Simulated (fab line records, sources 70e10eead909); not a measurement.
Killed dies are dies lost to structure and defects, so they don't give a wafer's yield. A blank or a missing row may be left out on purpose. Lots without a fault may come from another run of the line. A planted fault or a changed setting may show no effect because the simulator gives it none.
fab line records | flow nand_harc
record lots=21 wafers=63 last_day=24
route steps=1159 shown A_CHANNEL_FILL_D1@513 A_STAIRCASE@564
lots that met no fault: from a run of the same line without faults
start_h: hours from the record's first day to the start of the lot's first wafer shown | wait_h: hours since the lot's step before | " the same as in the row above | L1.1+2: a row that stands for several wafers | - no value, or no start given | * or withheld: withheld | < > ~ a bound
route shown NAME@n: a module of which the file shows steps, and the number in the route of the first | usual: mean/standard deviation of fault-free wafers | same: alike in all rows | chamber/n: place in a boat | sites: the reading at each site | _std_site: their standard deviation | _edge_site: outer sites' mean less inner sites' | radius_mm: how far each site lies from the wafer's centre | mask NAME#n: copy n | behind: the tool/chamber that last shaped the wafer | hold: why the lot was held/for how many hours/how that ended | device: the transistor (n, p or np) that didn't switch | end of line: the same wafers' tests at the end of the route | a step without rows: its recipe alone | killed: dies lost to structure and defects at the first sort, not the wafer's yield | map: a wafer's dies, x killed, . not, _ none there
set.NAME: the setting as run; set.NAME@STEP: as run at that earlier step | model.NAME: the simulator's own value behind a step, which no gauge read
steps of the route over a sample of lots; a table a step, a row a wafer
services: from which hour (start_h, from the record's first day; less than 0 if before it) a tool's chamber was out of use, for how many hours, and why
## steps
# step NHARC_A_CHANNEL_FILL_D1_CMP_10
# recipe target_thk_nm=150
# usual motor_current_A=12.0/1.4 slurry_filter_dp_kPa=13.49/0.13 time_to_endpoint_s=14.7/2.5
# columns lot.wafer tool chamber start_h wait_h motor_current_A slurry_filter_dp_kPa time_to_endpoint_s
L076.1 cmp-02 3 241.00 0.4 11.9 13.70 12.7
L076.3 " 1 " " 8.8 13.49 11.6
L076.5 " 0 " " 13.6 13.86 16.9
L074.4 cmp-03 3 241.00 0.4 11.5 13.50 19.2
L074.1 " 1 " " 14.6 13.36 18.7
L074.6 " 0 " " 12.6 13.50 13.0
L075.4 cmp-01 1 241.04 0.4 11.4 13.60 13.3
L075.1 " 2 " " 12.9 13.55 17.2
L075.2 " 3 " " 10.8 13.42 13.3
L078.4 cmp-01 3 247.77 0.4 11.0 13.41 15.3
L078.2 " 1 " " 10.7 13.50 12.2
L078.5 " 0 " " 12.0 13.62 12.4
L077.3 cmp-02 3 255.76 0.4 10.9 13.50 12.2
L077.5 " 2 " " 11.2 13.43 16.5
L077.6 " 3 " " 11.9 13.53 12.7
L081.2 cmp-01 1 268.42 0.4 10.9 13.33 12.7
L081.3 " 2 " " 12.8 13.47 16.0
L081.5 " 0 " " 12.1 13.44 12.7
L080.3 cmp-03 2 268.42 0.4 12.8 13.57 11.2
L080.1 " 3 " " 11.1 13.42 17.6
L080.5 " 1 " " 15.3 13.60 15.2
L084.4 cmp-02 3 282.35 0.5 11.6 13.56 10.2
L084.2 " 1 " " 9.6 13.38 10.3
L084.6 " 2 " " 11.4 13.26 10.1
L082.4 cmp-03 3 282.40 0.5 11.5 13.17 13.2
L082.1 " 0 " " 13.3 13.58 11.8
L082.5 " 1 " " 14.4 13.22 15.2
L083.4 cmp-01 3 286.02 0.4 11.6 13.58 15.4
L083.2 " 0 " " 11.8 13.56 13.4
L083.6 " 2 " " 13.6 13.36 17.0
L087.1 cmp-01 1 311.40 0.4 11.6 13.56 18.9
L087.2 " 2 " " 13.2 13.58 18.8
L087.4 " 3 " " 11.1 13.49 18.8
L086.2 cmp-03 2 314.87 0.4 12.9 13.51 15.7
L086.4 " 3 " " 11.6 13.71 20.4
L086.6 " 1 " " 15.0 13.54 19.8
L088.1 cmp-01 0 323.79 0.4 11.9 13.62 13.3
L088.6 " 0 " " 12.0 13.42 11.6
L088.5 " 1 " " 11.1 13.54 14.1
L089.1 cmp-03 0 323.81 0.4 12.6 13.60 13.9
L089.4 " 1 " " 14.3 13.73 17.8
L089.5 " 3 " " 11.6 13.25 18.4
L091.1 cmp-02 0 329.07 0.4 13.5 13.61 16.7
L091.3 " 1 " " 9.4 13.48 13.4
L091.2 " 2 " " 10.4 13.50 12.1
L090.3 cmp-03 3 329.09 0.4 11.5 13.30 17.3
L090.4 " 0 " " 12.9 13.46 14.7
L090.6 " 2 " " 12.1 13.50 14.1
L093.3 cmp-02 0 344.72 0.4 13.9 13.57 15.3
L093.2 " 1 " " 9.4 13.28 15.8
L093.5 " 0 " " 14.2 13.44 15.2
L094.1 cmp-01 0 351.02 0.4 11.3 13.49 14.6
L094.4 " 1 " " 10.8 13.45 16.8
L094.6 " 1 " " 11.1 13.59 15.2
L095.2 cmp-02 2 351.07 0.4 11.0 13.66 11.2
L095.5 " 0 " " 13.3 13.37 15.6
L095.6 " 1 " " 8.9 13.38 11.1
L096.3 cmp-01 2 368.49 0.4 12.8 13.60 15.8
L096.6 " 3 " " 11.1 13.51 15.3
L096.5 " 0 " " 11.4 13.40 13.1
L097.2 cmp-01 3 374.91 0.4 11.2 13.49 13.2
L097.1 " 0 " " 11.5 13.59 12.3
L097.4 " 2 " " 13.2 13.61 15.5
# step NHARC_A_STAIRCASE_ETCH_27
# recipe target_depth_a=1000 time_s=40.5 ion_energy_ev=400 c4f8_flow_sccm=20 o2_flow_sccm=10 ar_flow_sccm=withheld rf_w=600 bias_w=1000 chemistry=C4F8/O2
# usual bias_w=1000.0/2.8 oes_product_au=0.942/0.013 rf_vpp_V=897/6.2
# columns lot.wafer tool chamber start_h wait_h bias_w oes_product_au rf_hours_counter_h rf_vpp_V
L074.1 rie_diel-10 3 - - 1003.8 0.951 23 888
L074.4 " 1 " " 1000.4 0.932 24 900
L074.6 " 3 " " 1004.7 0.952 - 889
L076.1 rie_diel-10 1 - - 1000.4 0.956 25 900
L076.3 " 3 " " 1002.7 0.952 24 888
L076.5 " 0 " " 996.2 0.972 - 897
L075.4 rie_diel-11 1 - - 999.8 0.943 20 889
L075.2 " 3 " " 997.1 0.942 12 902
L075.1 " 0 " " 1002.5 0.922 19 905
L078.4 rie_diel-10 3 - - 997.5 0.955 26 887
L078.2 " 0 " " 999.5 0.951 27 897
L078.5 " 2 " " 997.3 0.947 - 894
L077.3 rie_diel-11 1 - - 999.3 0.934 26 889
L077.5 " 1 " " 997.5 0.928 - 890
L077.6 " 2 " " 1000.7 0.927 - 905
L081.2 rie_diel-11 1 - - 1000.1 0.953 30 890
L081.3 " 3 " " 995.3 0.940 21 900
L081.5 " 2 " " 999.8 0.932 - 906
L080.1 rie_diel-09 3 - - 1000.1 0.962 4 888
L080.3 " 2 " " 1000.7 0.968 3 897
L080.5 " 3 " " 996.3 0.961 - 889
L082.1 rie_diel-10 3 - - 998.1 0.944 38 886
L082.4 " 2 " " 999.6 0.953 37 895
L082.5 " 0 " " 993.1 0.944 - 895
L084.2 rie_diel-09 3 - - 999.1 0.945 9 888
L084.4 " 0 " " 1001.3 0.947 9 894
L084.6 " 1 " " 997.5 0.943 - 902
L083.4 rie_diel-11 1 - - 998.8 0.940 35 888
L083.2 " 3 " " 1001.2 0.944 29 900
L083.6 " 1 " " 997.3 0.937 - 890
L087.2 rie_diel-10 1 - - 995.5 0.931 49 900
L087.1 " 2 " " 1001.8 0.937 47 892
L087.4 " 3 " " 996.4 0.935 49 888
L086.2 rie_diel-11 3 - - 1003.5 0.933 40 899
L086.4 " 1 " " 993.9 0.951 45 888
L086.6 " 2 " " 1004.3 0.926 - 906
L088.1 rie_diel-09 2 - - 999.4 0.955 23 894
L088.5 " 1 " " 999.7 0.937 - 901
L088.6 " 2 " " 1001.1 0.960 - 896
L089.1 rie_diel-10 2 - - 998.9 0.955 53 891
L089.4 " 0 " " 996.5 0.945 - 896
L089.5 " 3 " " 1000.5 0.936 - 889
L091.3 rie_diel-09 0 - - 1003.2 0.927 27 892
L091.1 " 2 " " 1001.2 0.975 25 896
L091.2 " 3 " " 1000.4 0.960 27 888
L090.3 rie_diel-11 1 - - 1000.3 0.954 49 889
L090.4 " 2 " " 994.7 0.923 43 905
L090.6 " 0 " " 1005.6 0.932 - 905
L093.2 rie_diel-09 2 - - 999.5 0.949 33 896
L093.3 " 0 " " 999.2 0.921 32 893
L093.5 " 2 " " 1003.0 0.961 - 896
L095.2 rie_diel-11 1 - - 999.0 0.931 59 890
L095.6 " 0 " " 1001.5 0.923 - 905
L095.5 " 1 " " 997.6 0.937 - 887
L094.1 rie_diel-11 2 - - 996.9 0.918 54 905
L094.4 " 3 " " 1004.4 0.936 54 899
L094.6 " 3 " " 1005.0 0.937 - 900
L096.3 rie_diel-10 2 - - 1002.2 0.956 3 892
L096.5 " 3 " " 997.0 0.971 - 907
L096.6 " 0 " " 999.4 0.953 - 896
L097.1 rie_diel-11 1 - - 1003.2 0.930 3 888
L097.4 " 2 " " 1001.5 0.920 3 905
L097.2 " 3 " " 998.4 0.929 4 897
# step NHARC_A_STAIRCASE_TRIM_200
# recipe time_s=211.2 o2_flow_sccm=500 ar_flow_sccm=0 bias_w=0 chemistry=O2
# usual drypump_motor_current_A=5.7/0.48 o2_flow_sccm=499.9/1.5 oes_product_au=0.996/0.01 rf_vpp_V=57.8/0.92 showerhead_plenum_p_Torr=3.57/0.17 throttle_valve_pct=17.036/0.0084
# same bias_w=0
# columns lot.wafer tool chamber start_h wait_h drypump_motor_current_A o2_flow_sccm oes_product_au rf_hours_counter_h rf_vpp_V showerhead_plenum_p_Torr throttle_valve_pct
L074.4 rie_diel-11 2 - - 6.0 499.8 1.005 15 58.4 3.80 17.023
L074.1 " 3 " " 5.5 499.9 1.013 13 59.3 3.63 17.037
L074.6 " 2 " " 5.9 498.0 1.001 - 57.7 3.80 17.036
L076.3 rie_diel-11 3 - - 5.5 499.0 1.005 14 58.3 3.63 17.029
L076.1 " 1 " " 5.9 497.8 0.998 21 56.7 3.36 17.022
L076.5 " 3 " " 5.5 499.2 0.992 - 58.4 3.63 17.039
L075.1 rie_diel-11 0 - - 6.5 498.1 0.995 21 58.8 3.80 17.040
L075.4 " 1 " " 6.0 499.1 1.002 21 56.7 3.36 17.035
L075.2 " 2 " " 5.9 496.4 1.002 15 56.3 3.80 17.033
L078.2 rie_diel-10 0 - - 5.4 501.4 0.990 30 58.1 3.54 17.036
L078.4 " 3 " " 6.2 498.4 0.993 29 57.6 3.31 17.031
L078.5 " 0 " " 5.3 499.2 0.992 - 56.8 3.54 17.036
L077.3 rie_diel-11 3 - - 5.5 498.3 0.993 20 57.8 3.63 17.036
L077.5 " 0 " " 6.6 497.7 0.975 - 57.1 3.79 17.035
L077.6 " 1 " " 5.9 500.0 0.999 - 58.6 3.35 17.043
L081.2 rie_diel-09 0 - - 5.4 499.0 0.991 4 56.3 3.46 17.029
L081.3 " 3 " " 5.7 501.1 1.004 5 58.2 3.33 17.024
L081.5 " 1 " " 4.8 500.2 0.993 - 57.9 3.67 17.033
L080.3 rie_diel-11 3 - - 5.5 502.4 0.996 24 58.5 3.63 17.045
L080.1 " 0 " " 6.5 500.0 0.969 32 57.1 3.79 17.047
L080.5 " 2 " " 5.9 500.9 0.985 - 58.3 3.79 17.045
L082.4 rie_diel-11 3 - - 5.5 498.2 1.001 29 56.6 3.62 17.031
L082.1 " 0 " " 6.6 498.0 0.984 37 59.6 3.79 17.025
L082.5 " 3 " " 5.5 499.2 1.000 - 58.4 3.62 17.031
L084.2 rie_diel-10 1 - - 5.1 503.2 1.006 41 58.5 3.63 17.040
L084.4 " 2 " " 5.3 498.5 1.004 38 58.7 3.46 17.030
L084.6 " 0 " " 5.3 500.0 1.005 - 56.8 3.53 17.040
L083.2 rie_diel-11 0 - - 6.5 502.0 0.998 38 58.5 3.79 17.039
L083.4 " 1 " " 6.0 497.8 1.000 36 56.3 3.35 17.030
L083.6 " 0 " " 6.5 500.4 0.997 - 59.4 3.79 17.042
L087.1 rie_diel-10 3 - - 6.2 501.7 1.008 50 57.1 3.30 17.039
L087.2 " 0 " " 5.3 499.1 1.001 51 58.5 3.53 17.048
L087.4 " 3 " " 6.2 499.2 0.995 - 56.6 3.30 17.024
L086.2 rie_diel-10 2 - - 5.3 501.7 1.006 50 57.3 3.45 17.039
L086.4 " 0 " " 5.3 499.6 0.995 - 58.0 3.53 17.038
L086.6 " 2 " " 5.3 501.0 1.003 - 57.2 3.45 17.028
L089.1 rie_diel-11 0 - - 6.5 501.0 0.976 53 58.3 3.78 17.017
L089.4 " 3 " " 5.5 501.0 0.993 43 58.4 3.61 17.040
L089.5 " 0 " " 6.5 501.2 0.971 - 58.7 3.78 17.038
L088.1 rie_diel-10 3 - - 6.2 500.6 1.001 55 56.3 3.29 17.040
L088.5 " 1 " " 5.1 501.7 1.001 - 59.9 3.62 17.042
L088.6 " 3 " " 6.2 501.8 0.998 - 57.4 3.29 17.046
L091.2 rie_diel-11 3 - - 5.5 498.8 1.002 46 59.0 3.61 17.027
L091.1 " 0 " " 6.5 500.0 0.975 55 57.7 3.78 17.030
L091.3 " 1 " " 5.9 499.6 0.992 51 56.5 3.34 17.039
L090.3 rie_diel-10 1 - - 5.1 501.4 1.002 53 56.9 3.62 17.044
L090.4 " 2 " " 5.3 500.8 0.993 55 58.0 3.45 17.038
L090.6 " 3 " " 6.2 499.1 1.002 - 56.7 3.29 17.030
L093.3 rie_diel-11 1 - - 5.9 499.4 0.990 57 57.0 3.34 17.035
L093.2 " 2 " " 5.9 497.9 0.990 50 58.9 3.78 17.049
L093.5 " 0 " " 6.5 499.6 0.987 - 57.5 3.77 17.030
L095.2 rie_diel-09 0 - - 5.5 501.3 0.996 38 57.4 3.44 17.037
L095.6 " 2 " " 5.5 500.3 1.014 - 57.8 3.51 17.052
L095.5 " 1 " " 4.8 497.3 0.997 - 56.8 3.65 17.030
L094.1 rie_diel-10 2 - - 5.3 499.3 1.015 0 57.6 3.44 17.039
L094.4 " 0 " " 5.4 500.0 1.014 1 57.4 3.52 17.033
L094.6 " 3 " " 6.1 500.9 0.995 - 59.0 3.81 17.031
L096.3 rie_diel-10 2 - - 5.3 504.1 1.010 4 57.7 3.44 17.035
L096.5 " 3 " " 6.2 500.5 1.007 - 57.8 3.81 17.048
L096.6 " 0 " " 5.3 499.3 1.010 - 57.5 3.52 17.038
L097.1 rie_diel-09 2 - - 5.5 501.4 1.001 47 58.5 3.51 17.023
L097.2 " 0 " " 5.5 498.6 0.988 47 57.1 3.44 17.034
L097.4 " 0 " " 5.5 499.2 0.985 - 56.9 3.44 17.022
# step NHARC_A_STAIRCASE_ETCH_201
# recipe target_depth_a=1000 time_s=40.5 ion_energy_ev=400 c4f8_flow_sccm=20 o2_flow_sccm=10 ar_flow_sccm=withheld rf_w=600 bias_w=1000 chemistry=C4F8/O2
# usual bias_w=1000/3.1 oes_product_au=0.938/0.013 rf_vpp_V=897/6.1
# columns lot.wafer tool chamber start_h wait_h bias_w oes_product_au rf_hours_counter_h rf_vpp_V
L074.4 rie_diel-11 3 - - 998 0.940 13 900
L074.1 " 1 " " 998 0.959 21 891
L074.6 " 3 " " 997 0.944 - 900
L076.1 rie_diel-11 3 - - 999 0.930 14 900
L076.3 " 0 " " 1003 0.904 21 903
L076.5 " 2 " " 998 0.936 - 907
L075.2 rie_diel-11 3 - - 1001 0.942 14 899
L075.4 " 0 " " 1006 0.926 21 906
L075.1 " 1 " " 992 0.949 21 890
L078.4 rie_diel-10 2 - - 1002 0.948 28 893
L078.2 " 3 " " 999 0.955 29 888
L078.5 " 3 " " 996 0.952 - 887
L077.3 rie_diel-11 1 - - 999 0.946 27 890
L077.6 " 3 " " 1008 0.946 - 899
L077.5 " 0 " " 1007 0.927 - 905
L081.3 rie_diel-09 1 - - 1002 0.929 4 902
L081.2 " 0 " " 997 0.937 4 894
L081.5 " 2 " " 998 0.962 - 897
L080.1 rie_diel-11 2 - - 998 0.912 25 905
L080.3 " 3 " " 999 0.934 24 901
L080.5 " 2 " " 1002 0.923 - 907
L082.4 rie_diel-11 2 - - 998 0.933 29 905
L082.1 " 0 " " 1000 0.933 37 904
L082.5 " 2 " " 1000 0.934 - 905
L084.2 rie_diel-10 2 - - 1001 0.933 39 895
L084.4 " 0 " " 1003 0.946 41 897
L084.6 " 2 " " 1002 0.938 - 893
L083.2 rie_diel-11 1 - - 1000 0.926 36 888
L083.4 " 3 " " 997 0.943 30 900
L083.6 " 0 " " 1001 0.915 - 905
L087.1 rie_diel-10 2 - - 1000 0.947 49 893
L087.2 " 3 " " 998 0.933 50 888
L087.4 " 3 " " 1002 0.936 - 887
L086.2 rie_diel-10 2 - - 998 0.951 50 894
L086.6 " 3 " " 996 0.950 - 887
L086.4 " 0 " " 1002 0.951 - 895
L088.1 rie_diel-10 3 - - 1001 0.946 55 887
L088.5 " 3 " " 1001 0.942 - 886
L088.6 " 0 " " 1000 0.947 - 896
L089.4 rie_diel-11 2 - - 994 0.931 42 905
L089.1 " 0 " " 1001 0.914 53 905
L089.5 " 2 " " 999 0.932 - 906
L091.2 rie_diel-11 1 - - 996 0.941 51 890
L091.1 " 2 " " 998 0.930 45 905
L091.3 " 3 " " 1003 0.954 46 899
L090.4 rie_diel-10 0 - - 1000 0.945 58 896
L090.3 " 1 " " 998 0.947 54 901
L090.6 " 0 " " 1004 0.950 - 896
L093.2 rie_diel-11 3 - - 1003 0.950 50 898
L093.3 " 0 " " 1004 0.918 60 906
L093.5 " 3 " " 1002 0.941 - 899
L095.2 rie_diel-09 2 - - 996 0.935 38 896
L095.5 " 1 " " 997 0.934 - 900
L095.6 " 0 " " 1005 0.919 - 892
L094.4 rie_diel-10 2 - - 1002 0.947 1 892
L094.1 " 3 " " 1003 0.933 1 905
L094.6 " 1 " " 999 0.959 - 901
L096.3 rie_diel-10 1 - - 996 0.969 4 899
L096.5 " 1 " " 1000 0.969 - 898
L096.6 " 2 " " 1001 0.977 - 893
L097.2 rie_diel-09 0 - - 1003 0.915 47 894
L097.1 " 2 " " 997 0.919 47 895
L097.4 " 2 " " 999 0.917 - 895
# step NHARC_A_STAIRCASE_TRIM_233
# recipe time_s=211.2 o2_flow_sccm=500 ar_flow_sccm=0 bias_w=0 chemistry=O2
# usual drypump_motor_current_A=5.6/0.45 o2_flow_sccm=499.9/1.6 oes_product_au=0.999/0.009 rf_vpp_V=58.0/0.95 showerhead_plenum_p_Torr=3.55/0.16 throttle_valve_pct=17.037/0.0087
# same bias_w=0
# columns lot.wafer tool chamber start_h wait_h drypump_motor_current_A o2_flow_sccm oes_product_au rf_hours_counter_h rf_vpp_V showerhead_plenum_p_Torr throttle_valve_pct
L074.4 rie_diel-10 1 - - 5.1 499.2 1.001 28 57.4 3.63 17.046
L074.1 " 3 " " 6.2 499.6 0.992 26 57.2 3.31 17.045
L074.6 " 1 " " 5.1 496.9 1.001 - 57.7 3.63 17.040
L075.1 rie_diel-11 3 - - 5.5 499.3 0.992 17 58.5 3.63 17.025
L075.2 " 0 " " 6.4 500.7 0.977 24 59.7 3.79 17.049
L075.4 " 1 " " 5.9 497.6 1.002 24 58.9 3.35 17.043
L076.3 rie_diel-10 2 - - 5.3 504.3 0.990 29 57.6 3.46 17.043
L076.1 " 3 " " 6.2 499.9 0.996 30 57.6 3.31 17.012
L076.5 " 1 " " 5.1 499.2 1.001 - 58.0 3.63 17.035
L078.2 rie_diel-10 3 - - 6.2 499.9 0.997 32 57.9 3.30 17.035
L078.5 " 0 " " 5.3 501.4 0.999 - 57.6 3.54 17.030
L078.4 " 3 " " 6.2 497.7 0.994 - 55.9 3.31 17.045
L077.3 rie_diel-10 3 - - 6.2 498.9 1.011 33 54.9 3.30 17.034
L077.5 " 0 " " 5.4 500.4 0.999 - 58.2 3.54 17.028
L077.6 " 1 " " 5.1 499.6 0.999 - 57.4 3.63 17.029
L081.2 rie_diel-10 0 - - 5.4 497.9 1.011 37 58.0 3.54 17.031
L081.3 " 1 " " 5.1 500.5 0.998 38 57.7 3.63 17.051
L081.5 " 3 " " 6.2 500.0 1.002 - 55.7 3.30 17.033
L080.3 rie_diel-10 3 - - 6.2 499.8 1.003 37 58.0 3.30 17.040
L080.1 " 2 " " 5.2 499.1 1.013 37 57.0 3.46 17.047
L080.5 " 0 " " 5.3 499.3 1.004 - 57.1 3.54 17.028
L082.1 rie_diel-11 0 - - 6.5 503.1 0.993 39 59.6 3.79 17.042
L082.4 " 2 " " 5.9 499.9 0.996 30 59.1 3.79 17.036
L082.5 " 1 " " 5.9 499.8 1.001 - 57.8 3.35 17.037
L084.2 rie_diel-11 2 - - 5.9 500.2 0.986 30 58.3 3.79 17.021
L084.4 " 1 " " 5.9 496.6 1.003 37 57.8 3.35 17.037
L084.6 " 3 " " 5.5 500.7 0.999 - 57.9 3.62 17.026
L083.2 rie_diel-10 2 - - 5.3 498.0 0.989 42 58.1 3.45 17.036
L083.4 " 3 " " 6.2 501.0 0.997 43 56.9 3.30 17.053
L083.6 " 1 " " 5.1 501.9 0.998 - 57.7 3.63 17.037
L087.1 rie_diel-09 1 - - 4.8 500.7 0.991 21 58.5 3.66 17.024
L087.2 " 2 " " 5.5 498.7 1.014 22 58.3 3.52 17.045
L087.4 " 3 " " 5.7 498.2 1.021 24 57.8 3.32 17.044
L086.2 rie_diel-11 0 - - 6.5 500.7 0.974 52 57.7 3.78 17.027
L086.4 " 1 " " 6.0 500.9 0.997 48 57.2 3.34 17.029
L086.6 " 0 " " 6.5 498.3 0.989 - 58.6 3.78 17.037
L089.4 rie_diel-11 3 - - 5.5 497.7 1.014 46 58.1 3.61 17.040
L089.1 " 0 " " 6.5 501.1 0.971 55 58.5 3.78 17.037
L089.5 " 3 " " 5.5 499.3 1.000 - 58.5 3.61 17.038
L088.1 rie_diel-10 3 - - 6.2 501.0 0.996 57 56.0 3.29 17.031
L088.6 " 3 " " 6.2 500.6 0.982 - 57.4 3.29 17.045
L088.5 " 0 " " 5.3 498.9 0.988 - 58.0 3.53 17.039
L091.2 rie_diel-10 3 - - 6.2 498.5 0.998 59 56.2 3.29 17.035
L091.3 " 1 " " 5.1 501.1 0.998 55 58.5 3.62 17.042
L091.1 " 2 " " 5.3 503.7 1.002 56 58.9 3.45 17.048
L090.3 rie_diel-10 3 - - 6.2 500.9 1.001 59 57.8 3.29 17.041
L090.4 " 2 " " 5.3 498.8 1.005 57 58.4 3.45 17.046
L090.6 " 3 " " 6.2 501.9 0.990 - 58.6 3.29 17.036
L093.3 rie_diel-09 2 - - 5.5 498.2 1.004 37 57.4 3.51 17.045
L093.2 " 1 " " 4.8 497.9 0.997 36 57.8 3.65 17.027
L093.5 " 2 " " 5.5 498.8 1.010 - 57.4 3.51 17.040
L095.2 rie_diel-10 3 - - 6.2 497.1 0.999 1 59.8 3.81 17.047
L095.6 " 1 " " 5.1 499.6 1.015 - 58.3 3.62 17.051
L095.5 " 2 " " 5.3 497.3 1.003 - 56.9 3.44 17.036
L094.1 rie_diel-09 0 - - 5.5 499.8 0.989 40 57.3 3.44 17.042
L094.6 " 0 " " 5.5 499.9 0.998 - 58.5 3.44 17.040
L094.4 " 2 " " 5.5 502.4 0.998 - 57.9 3.51 17.041
L096.3 rie_diel-10 2 - - 5.3 499.6 1.014 6 57.9 3.44 17.028
L096.5 " 2 " " 5.3 500.2 1.008 - 58.3 3.44 17.025
L096.6 " 3 " " 6.2 500.5 1.011 - 57.4 3.80 17.054
L097.2 rie_diel-11 1 - - 5.9 500.0 1.003 5 56.7 3.33 17.038
L097.4 " 2 " " 5.9 503.0 1.012 5 57.7 3.77 17.034
L097.1 " 0 " " 6.5 501.5 0.983 6 59.1 3.77 17.047
# step NHARC_A_STAIRCASE_HM_OPEN_460
# recipe o2_flow_sccm=400 cos_flow_sccm=20 ar_flow_sccm=0 rf_w=500 bias_w=300 chemistry=O2/COS
# usual bias_w=299.9/0.94 drypump_motor_current_A=5.6/0.47 o2_flow_sccm=400.1/1.1 oes_product_au=0.999/0.0097 rf_vpp_V=467/3.1 showerhead_plenum_p_Torr=3.14/0.14 throttle_valve_pct=28.330/0.0091
# columns lot.wafer tool chamber start_h wait_h bias_w drypump_motor_current_A o2_flow_sccm oes_product_au rf_hours_counter_h rf_vpp_V showerhead_plenum_p_Torr throttle_valve_pct
L074.4 rie_diel-09 3 - - 299.2 5.7 399.7 1.021 0 464 2.95 28.313
L074.1 " 1 " " 300.7 4.8 399.3 0.996 0 469 3.25 28.321
L074.6 " 2 " " 298.5 5.5 400.8 1.021 - 467 3.13 28.338
L075.2 rie_diel-10 1 - - 300.1 5.1 399.6 0.991 33 470 3.21 28.322
L075.1 " 3 " " 299.2 6.2 400.6 0.996 32 464 2.92 28.332
L075.4 " 0 " " 300.9 5.3 399.8 0.994 - 467 3.13 28.334
L076.1 rie_diel-09 3 - - 299.8 5.7 401.1 1.004 1 464 2.95 28.309
L076.3 " 0 " " 300.1 5.5 399.9 0.991 1 467 3.06 28.328
L076.5 " 0 " " 300.0 5.5 399.1 1.008 - 466 3.06 28.326
L078.2 rie_diel-11 1 - - 299.0 5.9 400.1 0.996 28 464 2.96 28.341
L078.4 " 2 " " 300.2 6.0 401.0 0.982 22 472 3.36 28.332
L078.5 " 2 " " 300.4 5.9 401.9 0.989 - 472 3.36 28.332
L077.3 rie_diel-11 3 - - 300.5 5.5 398.5 0.997 24 468 3.21 28.337
L077.6 " 3 " " 299.7 5.5 400.8 1.009 - 468 3.21 28.328
L077.5 " 0 " " 299.2 6.5 402.3 0.987 - 471 3.36 28.319
L081.2 rie_diel-10 3 - - 298.8 6.2 399.3 0.989 38 462 2.92 28.324
L081.3 " 1 " " 298.9 5.1 400.1 1.005 40 468 3.21 28.332
L081.5 " 0 " " 299.0 5.4 399.7 0.997 - 467 3.13 28.326
L080.1 rie_diel-09 0 - - 300.5 5.5 401.1 1.014 10 464 3.06 28.325
L080.3 " 2 " " 299.1 5.5 399.7 1.026 8 468 3.12 28.339
L080.5 " 0 " " 299.8 5.4 399.7 1.002 - 467 3.06 28.337
L082.1 rie_diel-11 2 - - 299.0 6.0 399.4 0.982 33 473 3.36 28.323
L082.5 " 2 " " 300.0 5.9 400.4 0.986 - 469 3.36 28.347
L082.4 " 3 " " 299.3 5.5 400.0 1.001 - 468 3.20 28.331
L084.2 rie_diel-10 2 - - 299.7 5.3 400.9 0.989 43 465 3.06 28.318
L084.4 " 0 " " 298.9 5.3 400.8 1.003 44 467 3.13 28.329
L084.6 " 3 " " 299.2 6.2 397.7 0.995 - 465 2.92 28.352
L083.4 rie_diel-11 2 - - 299.6 5.9 398.1 0.995 33 472 3.36 28.319
L083.2 " 0 " " 297.5 6.5 401.0 0.984 42 472 3.35 28.351
L083.6 " 3 " " 298.8 5.5 401.5 1.000 - 470 3.20 28.313
L087.4 rie_diel-11 2 - - 301.8 5.9 401.6 0.986 42 472 3.35 28.329
L087.2 " 0 " " 297.8 6.5 402.6 0.974 53 471 3.35 28.320
L087.1 " 1 " " 300.1 5.9 400.4 0.997 48 465 2.95 28.339
L086.2 rie_diel-10 0 - - 302.2 5.4 399.6 0.991 57 467 3.12 28.316
L086.4 " 1 " " 298.2 5.1 398.9 0.993 52 469 3.20 28.345
L086.6 " 0 " " 301.7 5.3 399.2 0.988 - 467 3.12 28.325
L089.1 rie_diel-10 0 - - 301.4 5.3 401.2 1.000 60 467 3.12 28.331
L089.4 " 2 " " 301.3 5.3 401.1 1.008 57 466 3.05 28.342
L089.5 " 1 " " 299.2 5.1 399.1 1.000 - 469 3.20 28.339
L088.1 rie_diel-10 3 - - 300.3 6.2 399.5 0.989 60 463 2.91 28.328
L088.6 " 1 " " 298.3 5.1 400.0 0.996 - 471 3.20 28.338
L088.5 " 2 " " 300.2 5.3 402.0 0.995 - 467 3.05 28.329
L091.3 rie_diel-09 1 - - 299.8 4.8 402.1 1.001 30 470 3.24 28.334
L091.2 " 2 " " 301.0 5.5 399.8 1.008 31 469 3.11 28.334
L091.1 " 0 " " 299.8 5.5 399.9 0.997 31 465 3.05 28.323
L090.3 rie_diel-10 0 - - 299.2 5.3 397.4 0.996 62 467 3.12 28.331
L090.4 " 1 " " 300.2 5.1 398.7 0.994 57 469 3.20 28.331
L090.6 " 2 " " 299.4 5.3 399.0 0.989 - 466 3.05 28.344
L093.2 rie_diel-09 2 - - 300.1 5.5 399.1 1.013 40 466 3.11 28.328
L093.3 " 0 " " 301.4 5.5 397.5 1.005 40 466 3.05 28.333
L093.5 " 0 " " 299.8 5.5 398.6 0.997 - 467 3.05 28.332
L095.2 rie_diel-09 1 - - 299.5 4.7 399.1 0.992 41 469 3.23 28.326
L095.5 " 2 " " 299.3 5.5 400.5 1.009 - 466 3.11 28.334
L095.6 " 0 " " 299.5 5.5 401.8 1.003 - 466 3.04 28.343
L094.4 rie_diel-10 3 - - 298.7 6.2 400.8 1.005 3 473 3.37 28.334
L094.1 " 1 " " 301.2 5.1 398.3 1.017 3 468 3.20 28.322
L094.6 " 0 " " 298.5 5.3 401.7 1.013 - 468 3.11 28.315
L096.3 rie_diel-11 2 - - 298.4 5.9 400.6 0.998 4 471 3.34 28.321
L096.6 " 0 " " 299.3 6.5 399.4 0.985 - 471 3.34 28.339
L096.5 " 1 " " 299.7 5.9 401.0 0.998 - 464 2.95 28.340
L097.2 rie_diel-09 0 - - 299.4 5.4 400.7 1.010 52 465 3.04 28.322
L097.4 " 1 " " 302.0 4.8 401.1 1.002 51 468 3.23 28.317
L097.1 " 2 " " 299.5 5.5 399.7 1.019 52 466 3.10 28.335
## services
# columns tool chamber start_h hours kind
rie_diel-10 0 219.55 4.4 repair
rie_diel-11 3 222.43 15.8 repair
cmp-02 - 226.50 4.0 pm
rie_diel-10 0 234.65 - clean
cmp-01 - 238.99 1.2 repair
rie_diel-09 - 254.16 9.0 pm
cmp-03 - 259.98 4.0 pm
cmp-02 - 261.47 1.9 repair
rie_diel-10 2 262.69 2.8 repair
cmp-01 - 278.74 4.0 pm
cmp-01 - 300.08 0.8 repair
rie_diel-11 1 303.45 4.2 repair
cmp-02 - 317.27 0.9 repair
rie_diel-10 1 321.61 9.0 repair
cmp-02 - 324.50 4.0 pm
cmp-03 - 328.31 0.7 repair
rie_diel-10 2 332.57 1.5 repair
rie_diel-10 - 353.52 9.0 pm
cmp-03 - 357.98 4.0 pm
rie_diel-09 3 361.78 33.2 repair
rie_diel-11 - 366.57 9.0 pm
cmp-02 - 368.24 0.8 repair
cmp-01 - 375.92 0.7 repair
cmp-01 - 376.74 4.0 pm
## key
fault none
